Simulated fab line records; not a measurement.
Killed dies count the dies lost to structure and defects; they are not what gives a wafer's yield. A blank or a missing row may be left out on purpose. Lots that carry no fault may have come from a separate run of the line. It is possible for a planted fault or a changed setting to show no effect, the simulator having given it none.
Split-lot study | flow n5 finfet | route with 1938 steps; 7 lots, 39 wafers read

ON THE SPLIT
At N5_BEOL_M5_HM_DEP_02 (deposits TiN, target thk 20 nm), the setting target thk a was moved away from the recipe's 200 angstrom on 9 of the 39 wafers read, by -53.4% to +54.3%. This setting was run at the recipe's value on the other wafers.

FROM THE SPLIT TO THE READING: what the file shows between them, 4 steps
- N5_BEOL_M5_COAT_59: time 60 s, resist thk 60 nm
- N5_BEOL_M5_COAT_60: time 60 s, resist thk 12 nm
- N5_BEOL_M5_STRIP_73: strips in N2/H2
- N5_BEOL_M5_STRIP_64: strips in CF4

THE READING
oes product au, in a.u., at N5_BEOL_M5_HM_OPEN_17 (chemistry Cl2/BCl3, target TiN, target depth 20 nm, overetch 6 nm). Typical for fault-free wafers on this fab line: 0.71 a.u., with standard deviation 0.061 a.u.

wafer  | tool, chamber at the split | target thk a as run, angstrom | against the recipe | oes product au, a.u. | against lot-mates on the recipe
L079.1 | pvd sputter-01, -          | 200                           | recipe             | 0.77                 | -
L079.2 | pvd sputter-01, -          | 111.2                         | -44.4%             | 0.56                 | -0.20
L079.3 | pvd sputter-01, -          | 200                           | recipe             | 0.76                 | -
L079.4 | pvd sputter-01, -          | 111.2                         | -44.4%             | 0.55                 | -0.21
L079.5 | pvd sputter-01, -          | 111.2                         | -44.4%             | 0.55                 | -0.21
L079.6 | pvd sputter-01, -          | 200                           | recipe             | 0.76                 | -
L078.1 | pvd sputter-01, -          | 200                           | recipe             | 0.78                 | -
L078.2 | pvd sputter-01, -          | 200                           | recipe             | 0.76                 | -
L078.3 | pvd sputter-01, -          | 200                           | recipe             | 0.77                 | -
L078.4 | pvd sputter-01, -          | 200                           | recipe             | 0.76                 | -
L078.5 | pvd sputter-01, -          | 200                           | recipe             | 0.75                 | -
L078.6 | pvd sputter-01, -          | 200                           | recipe             | 0.78                 | -
L083.1 | pvd sputter-02, -          | 200                           | recipe             | 0.60                 | -
L083.2 | pvd sputter-02, -          | 200                           | recipe             | 0.64                 | -
L083.3 | pvd sputter-02, -          | 200                           | recipe             | 0.64                 | -
L083.4 | pvd sputter-02, -          | 200                           | recipe             | 0.60                 | -
L083.5 | pvd sputter-02, -          | 200                           | recipe             | 0.60                 | -
L083.6 | pvd sputter-02, -          | 200                           | recipe             | 0.64                 | -
L085.1 | pvd sputter-02, -          | 308.7                         | +54.3%             | 0.88                 | +0.14
L085.2 | pvd sputter-02, -          | 200                           | recipe             | 0.73                 | -
L085.3 | pvd sputter-02, -          | 200                           | recipe             | 0.76                 | -
L085.4 | pvd sputter-02, -          | 200                           | recipe             | 0.74                 | -
L085.5 | pvd sputter-02, -          | 308.7                         | +54.3%             | 0.86                 | +0.12
L085.6 | pvd sputter-02, -          | 308.7                         | +54.3%             | 0.89                 | +0.15
L088.1 | pvd sputter-02, -          | 200                           | recipe             | 0.59                 | -
L088.2 | pvd sputter-02, -          | 93.18                         | -53.4%             | 0.44                 | -0.17
L088.3 | pvd sputter-02, -          | 93.18                         | -53.4%             | 0.42                 | -0.19
L088.4 | pvd sputter-02, -          | 200                           | recipe             | 0.64                 | -
L088.5 | pvd sputter-02, -          | 93.18                         | -53.4%             | 0.44                 | -0.17
L088.6 | pvd sputter-02, -          | 200                           | recipe             | 0.59                 | -
L092.1 | pvd sputter-03, -          | 200                           | recipe             | 0.71                 | -
L092.2 | pvd sputter-03, -          | 200                           | recipe             | 0.74                 | -
L092.3 | pvd sputter-03, -          | 200                           | recipe             | 0.73                 | -
L092.4 | pvd sputter-03, -          | 200                           | recipe             | 0.71                 | -
L092.5 | pvd sputter-03, -          | 200                           | recipe             | 0.70                 | -
L092.6 | pvd sputter-03, -          | 200                           | recipe             | 0.74                 | -
L096.2 | pvd sputter-02, -          | 200                           | recipe             | 0.63                 | -
L096.4 | pvd sputter-02, -          | 200                           | recipe             | 0.58                 | -
L096.6 | pvd sputter-02, -          | 200                           | recipe             | 0.59                 | -

THE FIT
A straight line over all 39 wafers: oes product au changes by +0.00384 a.u. for each +1% of target thk a; r = +0.82; the points scatter about the line by 0.066 a.u.
The same after taking each lot's own level away (the mean of its wafers on the recipe; 39 wafers): +0.00327 a.u. for each +1%; r = +0.95; scatter 0.026 a.u.
On that fit, the largest move of target thk a shifts the reading by 0.18 a.u.
Across the lots, their own levels run from 0.600 to 0.767 a.u., a range of 2.7 times the standard deviation given above.
In other words, the slope is changed by the lot-to-lot level; the two fits disagree.
Check: with one of the wafers moved furthest among these (+54.3%) left out of the fit, the line predicts +0.176 a.u. for it against its lot-mates. Against them it came out at +0.137 a.u.

THESE WAFERS: OTHER SPLITS
These wafers also went through other splits before the reading. Each is held against what the fit with the lots' levels taken away leaves over:
other split on the same wafers              | wafers away from the commonest value | r with oes product au (lot level and that fit taken away)
N5_FIN_SAQP_PECVD_06 time s                 | 9                                    | -0.08
N5_HKMG_FIN_PWFM_ALD_03 ald cycles          | 15                                   | +0.13
N5_GATE_CUT_ETCH_56 target depth a          | 12                                   | +0.16
N5_MOL_CONTACT_COAG_ETCH_124 target depth a | 18                                   | -0.32
N5_BEOL_M2_ILD_DEP_00 target thk a          | 15                                   | +0.09

THE WHOLE CHAIN: every reading that the file lists as answering this split, in the file's order
step                  | what it does                                                      | reading                                                                          | change (the file's fit)                  | r (the file's)
N5_BEOL_M5_HM_DEP_02  | deposits TiN, target thk 20 nm                                    | TiN_of_BEOL_M5_HM_DEP_02.thk nm (the simulator's own value, which no gauge read) | +0.201 nm for each +1% of the setting    | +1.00
N5_BEOL_M5_HM_OPEN_17 | chemistry Cl2/BCl3, target TiN, target depth 20 nm, overetch 6 nm | oes product au                                                                   | +0.0033 a.u. for each +1% of the setting | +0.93
N5_BEOL_M5_HM_OPEN_17 | chemistry Cl2/BCl3, target TiN, target depth 20 nm, overetch 6 nm | etch.depth nm (the simulator's own value, which no gauge read)                   | +0.166 nm for each +1% of the setting    | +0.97

FILE'S OWN FIT
oes product au changes by +0.0033 a.u. for each +1% of target thk a, r = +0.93.
